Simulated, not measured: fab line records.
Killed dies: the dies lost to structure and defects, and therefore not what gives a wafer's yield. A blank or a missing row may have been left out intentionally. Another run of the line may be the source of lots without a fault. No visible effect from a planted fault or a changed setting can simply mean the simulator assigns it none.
fab line records | flow nand-harc | part 2 of 2: steps 31 to 44 of 44
record lots=5 | wafers=15 | last-day=24
route steps=1159 shown P_GATE@185 P_CONTACT@217
lots untouched by any fault: they come from a run of this same line in which no faults occurred
start-h: start of the lot's first displayed wafer, in hours after the record's first day | wait-h: hours elapsed since this lot's preceding step | " repeats the value in the row above | L1.1+2: one row covering several wafers at once | - either no value or no given start | * or withheld: withheld | < > ~ a bound
route shown NAME@n: a module of which the file shows steps, and the number in the route of the first | usual: mean/standard deviation taken from wafers without a fault | same: alike in all rows | chamber/n: place in a boat | sites: the reading at each site | _std_site: the standard deviation of these | _edge_site: inner sites' mean taken away from outer sites' mean | radius-mm: for every site, how far away it sits from the centre of the wafer | mask NAME#n: copy n | behind: the last tool/chamber to shape the wafer | hold: reason for holding the lot/hours on hold/outcome of the hold | device: names the non-switching transistor (n, p or np) | end of line: the same wafers' tests at the end of the route | a step with no rows: only its recipe | killed: not the wafer's yield, but the dies lost to structure and defects at the first sort | map: the dies of a wafer, with x for killed, . for not killed, _ for no die there
set.NAME: the setting that was run; set.NAME@STEP: the one run at that earlier step | model.NAME: the simulator's own value behind a step, which no gauge read
a table for each step, a row for each wafer; lots at some steps of the route
services: the hour from which a tool's chamber was out of use, counted from the record's first day as start-h (under 0 if before that day), plus the number of hours and why
## steps
# step NHARC_P_GATE_RTA_82
# recipe temp-c=450 | time-s=30
# usual lamp-power-pct=4.59/0.15 | wafer_temp_C_max=452.1/0.74
lot.wafer | tool          | chamber | start-h | wait-h | lamp-power-pct | wafer_temp_C_max
L076.2    | rtp-anneal-01 | 0       | 132.68  | -      | 4.49           | 451.7
L076.3    | "             | 0       | "       | "      | 4.48           | 451.8
L076.5    | "             | 0       | "       | "      | 4.48           | 451.6
L081.2    | rtp-anneal-01 | 0       | 154.12  | -      | 4.48           | 451.9
L081.3    | "             | 0       | "       | "      | 4.48           | 451.6
L081.6    | "             | 0       | "       | "      | 4.48           | 451.7
L087.1    | rtp-anneal-02 | 0       | 183.65  | -      | 4.81           | 452.2
L087.3    | "             | 0       | "       | "      | 4.81           | 453.4
L087.4    | "             | 0       | "       | "      | 4.81           | 452.7
L090.3    | rtp-anneal-01 | 0       | 203.94  | -      | 4.49           | 451.0
L090.4    | "             | 0       | "       | "      | 4.49           | 451.5
L090.6    | "             | 0       | "       | "      | 4.48           | 451.5
L096.1    | rtp-anneal-01 | 0       | 237.84  | -      | 4.48           | 452.1
L096.2    | "             | 0       | "       | "      | 4.48           | 452.3
L096.6    | "             | 0       | "       | "      | 4.48           | 451.9
# step NHARC_P_GATE_INSPECT_68
# usual raw-defect-count=199/74
lot.wafer | tool              | chamber | start-h | wait-h | raw-defect-count
L076.2    | defect-inspect-02 | -       | 132.85  | 0.1    | 181
L076.3    | "                 | -       | "       | "      | 192
L076.5    | "                 | -       | "       | "      | 186
L081.2    | defect-inspect-01 | -       | 154.29  | 0.1    | 267
L081.3    | "                 | -       | "       | "      | 207
L081.6    | "                 | -       | "       | "      | 266
L087.1    | defect-inspect-02 | -       | 183.85  | 0.2    | 131
L087.3    | "                 | -       | "       | "      | 229
L087.4    | "                 | -       | "       | "      | 311
L090.3    | defect-inspect-01 | -       | 204.09  | 0.1    | 417
L090.4    | "                 | -       | "       | "      | 348
L090.6    | "                 | -       | "       | "      | 189
L096.1    | defect-inspect-01 | -       | 238.04  | 0.2    | 111
L096.2    | "                 | -       | "       | "      | 132
L096.6    | "                 | -       | "       | "      | 276
# step NHARC_P_CONTACT_DEP_30
# recipe target-thk-a=300 | temp-c=400 | target-thk-nm=30 | flow-sccm=200 | rf-w=450 | material=SiNx
# usual heater-power-w=768/84
lot.wafer | tool     | chamber | start-h | wait-h | heater-power-w | since-wet-clean-h
L076.2    | pecvd-01 | 2       | 132.92  | 0.1    | 848            | 63
L076.3    | "        | 1       | "       | "      | 781            | 64
L076.5    | "        | 0       | "       | "      | 712            | -
L081.3    | pecvd-04 | 0       | 154.40  | 0.1    | 669            | 127
L081.2    | "        | 1       | "       | "      | 761            | 127
L081.6    | "        | 1       | "       | "      | 766            | -
L087.3    | pecvd-01 | 1       | 183.91  | 0.1    | 802            | 114
L087.1    | "        | 0       | "       | "      | 762            | 115
L087.4    | "        | 0       | "       | "      | 772            | -
L090.3    | pecvd-01 | 0       | 204.32  | 0.2    | 657            | 135
L090.6    | "        | 0       | "       | "      | 689            | -
L090.4    | "        | 1       | "       | "      | 770            | -
L096.2    | pecvd-04 | 1       | 238.15  | 0.1    | 617            | 30
L096.1    | "        | 2       | "       | "      | 631            | 30
L096.6    | "        | 2       | "       | "      | 633            | -
# step NHARC_P_CONTACT_DEP_00
# recipe target-thk-a=5000 | temp-c=400 | pressure-torr=6.5 | rf-w=900 | teos-flow-sccm=161.4 | flow-sccm=2650 | target-thk-nm=500 | gas=O2 | material=SiO2
# usual heater-power-w=602/88 | showerhead-vpp-V=1854/85 | throttle-valve-pct=16.0/0.76
lot.wafer | tool     | chamber | start-h | wait-h | heater-power-w | showerhead-vpp-V | since-wet-clean-h | throttle-valve-pct
L076.2    | pecvd-01 | 2       | -       | -      | 554            | 1897             | 64                | 15.6
L076.3    | "        | 1       | "       | "      | 634            | 1841             | 64                | 16.3
L076.5    | "        | 0       | "       | "      | 482            | 1932             | -                 | 14.6
L081.3    | pecvd-04 | 0       | -       | -      | 440            | 1863             | 128               | 15.9
L081.2    | "        | 1       | "       | "      | 546            | 1658             | 128               | 15.5
L081.6    | "        | 1       | "       | "      | 565            | 1610             | -                 | 15.6
L087.3    | pecvd-01 | 1       | -       | -      | 491            | 1829             | 115               | 16.5
L087.1    | "        | 0       | "       | "      | 556            | 1942             | 115               | 14.8
L087.4    | "        | 0       | "       | "      | 571            | 1935             | -                 | 14.7
L090.3    | pecvd-01 | 0       | -       | -      | 606            | 1945             | 135               | 14.8
L090.6    | "        | 0       | "       | "      | 622            | 1937             | -                 | 14.6
L090.4    | "        | 1       | "       | "      | 533            | 1844             | -                 | 16.3
L096.2    | pecvd-04 | 1       | -       | -      | 548            | 1644             | 30                | 16.0
L096.1    | "        | 2       | "       | "      | 516            | 1860             | 30                | 16.6
L096.6    | "        | 2       | "       | "      | 534            | 1847             | -                 | 16.8
# step NHARC_P_CONTACT_CMP_01
# recipe target-thk-nm=200 | material=SiO2
# usual motor-current-A=12.4/1.2 | slurry-flow-ml-min=150.0/0.47
lot.wafer | tool   | chamber | start-h | wait-h | motor-current-A | slurry-flow-ml-min
L076.2    | cmp-01 | 0       | 133.67  | -      | 10.2            | 150.2
L076.3    | "      | 1       | "       | "      | 13.6            | 149.8
L076.5    | "      | 0       | "       | "      | 10.6            | 150.3
L081.2    | cmp-02 | 0       | 155.07  | -      | 12.4            | 150.4
L081.3    | "      | 1       | "       | "      | 12.6            | 150.6
L081.6    | "      | 1       | "       | "      | 12.1            | 150.5
L087.1    | cmp-02 | 1       | 184.63  | -      | 12.4            | 150.0
L087.3    | "      | 3       | "       | "      | 10.5            | 150.5
L087.4    | "      | 0       | "       | "      | 12.5            | 150.3
L090.4    | cmp-02 | 3       | 204.99  | -      | 10.2            | 149.6
L090.3    | "      | 2       | "       | "      | 12.0            | 149.6
L090.6    | "      | 3       | "       | "      | 10.2            | 149.5
L096.2    | cmp-04 | 1       | 238.83  | -      | 11.0            | 150.1
L096.1    | "      | 3       | "       | "      | 13.4            | 149.6
L096.6    | "      | 1       | "       | "      | 11.4            | 150.4
# step NHARC_P_CONTACT_SRD_03
lot.wafer  | tool         | chamber | start-h | wait-h
L076.5+2+3 | wet-bench-07 | 7,1,4   | 133.95  | 0.0
L081.6+3+2 | wet-bench-07 | 6,7,0   | 155.38  | 0.0
L087.3+4+1 | wet-bench-07 | 1,3,4   | 184.92  | 0.0
L090.6+4+3 | wet-bench-07 | 1,3,4   | 205.30  | 0.0
L096.1+6+2 | wet-bench-07 | 0,3,4   | 239.13  | 0.0
# step NHARC_P_CONTACT_DEHYDRATE_04
# recipe temp-c=150 | time-s=120
lot.wafer  | tool           | chamber | start-h | wait-h
L076.2+3+5 | litho-track-06 | 0       | 134.03  | 0.1
L081.2+3+6 | litho-track-04 | 0       | 155.45  | 0.1
L087.1+3+4 | litho-track-04 | 0       | 185.01  | 0.1
L090.3+4+6 | litho-track-04 | 0       | 205.38  | 0.1
L096.1+2+6 | litho-track-06 | 0       | 239.20  | 0.1
# step NHARC_P_CONTACT_HMDS_05
# recipe time-s=30
lot.wafer  | tool           | chamber | start-h | wait-h
L076.2+3+5 | litho-track-06 | 0       | -       | -
L081.2+3+6 | litho-track-04 | 0       | -       | -
L087.1+3+4 | litho-track-04 | 0       | -       | -
L090.3+4+6 | litho-track-04 | 0       | -       | -
L096.1+2+6 | litho-track-06 | 0       | -       | -
# step NHARC_P_CONTACT_COAT_33
# recipe temp-c=260 | time-s=75
lot.wafer  | tool           | chamber | start-h | wait-h
L076.2+3+5 | litho-track-06 | 0       | -       | -
L081.2+3+6 | litho-track-04 | 0       | -       | -
L087.1+3+4 | litho-track-04 | 0       | -       | -
L090.3+4+6 | litho-track-04 | 0       | -       | -
L096.1+2+6 | litho-track-06 | 0       | -       | -
# step NHARC_P_CONTACT_COAT_34
# recipe temp-c=225 | time-s=65
lot.wafer  | tool           | chamber | start-h | wait-h
L076.2+3+5 | litho-track-06 | 0       | -       | -
L081.2+3+6 | litho-track-04 | 0       | -       | -
L087.1+3+4 | litho-track-04 | 0       | -       | -
L090.3+4+6 | litho-track-04 | 0       | -       | -
L096.1+2+6 | litho-track-06 | 0       | -       | -
# step NHARC_P_CONTACT_COAT_06
# recipe spin-rpm=1500 | resist-thk-nm=90
# usual dispense-pressure-kPa=50/4.3
lot.wafer | tool           | chamber | start-h | wait-h | dispense-pressure-kPa
L076.2    | litho-track-06 | 0       | -       | -      | 49
L076.3    | "              | 0       | "       | "      | 49
L076.5    | "              | 0       | "       | "      | 49
L081.2    | litho-track-04 | 0       | -       | -      | 54
L081.3    | "              | 0       | "       | "      | 54
L081.6    | "              | 0       | "       | "      | 54
L087.1    | litho-track-04 | 0       | -       | -      | 54
L087.3    | "              | 0       | "       | "      | 54
L087.4    | "              | 0       | "       | "      | 54
L090.3    | litho-track-04 | 0       | -       | -      | 54
L090.4    | "              | 0       | "       | "      | 54
L090.6    | "              | 0       | "       | "      | 54
L096.1    | litho-track-06 | 0       | -       | -      | 49
L096.2    | "              | 0       | "       | "      | 49
L096.6    | "              | 0       | "       | "      | 49
# step NHARC_P_CONTACT_SOFTBAKE_07
# recipe temp-c=105 | time-s=55
lot.wafer  | tool           | chamber | start-h | wait-h
L076.2+3+5 | litho-track-06 | 0       | -       | -
L081.2+3+6 | litho-track-04 | 0       | -       | -
L087.1+3+4 | litho-track-04 | 0       | -       | -
L090.3+4+6 | litho-track-04 | 0       | -       | -
L096.1+2+6 | litho-track-06 | 0       | -       | -
# step NHARC_P_CONTACT_EBR_08
lot.wafer  | tool           | chamber | start-h | wait-h
L076.2+3+5 | litho-track-06 | 0       | -       | -
L081.2+3+6 | litho-track-04 | 0       | -       | -
L087.1+3+4 | litho-track-04 | 0       | -       | -
L090.3+4+6 | litho-track-04 | 0       | -       | -
L096.1+2+6 | litho-track-06 | 0       | -       | -
# step NHARC_P_CONTACT_EXPOSE_09
# recipe na=1.35 | target-cd-nm=90 | dose-mj=81.26 | mask-id=P_CA
# usual stage-vel-mm-s=500.04/0.24
lot.wafer | tool            | chamber | start-h | wait-h | mask   | stage-vel-mm-s
L076.2    | arfi-scanner-01 | 0       | 134.35  | -      | P_CA#0 | 500.30
L076.3    | "               | 0       | "       | "      | P_CA#0 | 500.05
L076.5    | "               | 0       | "       | "      | P_CA#0 | 499.96
L081.2    | arfi-scanner-02 | 0       | 155.77  | -      | P_CA#0 | 499.73
L081.3    | "               | 0       | "       | "      | P_CA#0 | 499.87
L081.6    | "               | 0       | "       | "      | P_CA#0 | 500.21
L087.1    | arfi-scanner-03 | 0       | 185.32  | -      | P_CA#0 | 500.03
L087.3    | "               | 0       | "       | "      | P_CA#0 | 499.94
L087.4    | "               | 0       | "       | "      | P_CA#0 | 499.80
L090.3    | arfi-scanner-02 | 0       | 205.57  | -      | P_CA#0 | 500.26
L090.4    | "               | 0       | "       | "      | P_CA#0 | 499.93
L090.6    | "               | 0       | "       | "      | P_CA#0 | 499.78
L096.1    | arfi-scanner-01 | 0       | 239.39  | -      | P_CA#0 | 499.80
L096.2    | "               | 0       | "       | "      | P_CA#0 | 499.78
L096.6    | "               | 0       | "       | "      | P_CA#0 | 499.97
## services
tool            | chamber | start-h | hours | kind
rie-diel-09     | -       | 106.78  | 0.4   | repair
wet-bench-09    | -       | 112.80  | 8.0   | pm
litho-track-06  | -       | 117.00  | 7.0   | pm
implanter-01    | -       | 122.93  | 3.1   | repair
wet-bench-03    | -       | 132.04  | 2.2   | repair
wet-bench-03    | -       | 135.97  | 1.6   | repair
litho-track-04  | -       | 141.00  | 7.0   | pm
wet-bench-03    | -       | 146.40  | 8.0   | pm
implanter-02    | -       | 149.05  | 18.6  | repair
wet-bench-05    | -       | 156.46  | 0.6   | repair
pvd-sputter-01  | -       | 158.02  | 10.0  | pm
pecvd-01        | 0       | 176.50  | 5.0   | repair
implanter-02    | -       | 178.63  | 2.9   | repair
pecvd-01        | -       | 179.90  | 1.5   | repair
plasma-asher-02 | -       | 183.20  | 9.0   | pm
litho-track-07  | -       | 189.00  | 7.0   | pm
rie-diel-11     | -       | 189.50  | 9.0   | pm
wet-bench-05    | -       | 196.92  | 8.0   | pm
pvd-sputter-03  | -       | 205.34  | 8.3   | repair
rie-diel-11     | -       | 210.24  | 0.9   | repair
litho-track-03  | -       | 213.01  | 7.0   | pm
implanter-01    | -       | 220.21  | 2.1   | repair
litho-track-05  | -       | 237.00  | 7.0   | pm
pecvd-01        | -       | 237.47  | 13.0  | pm
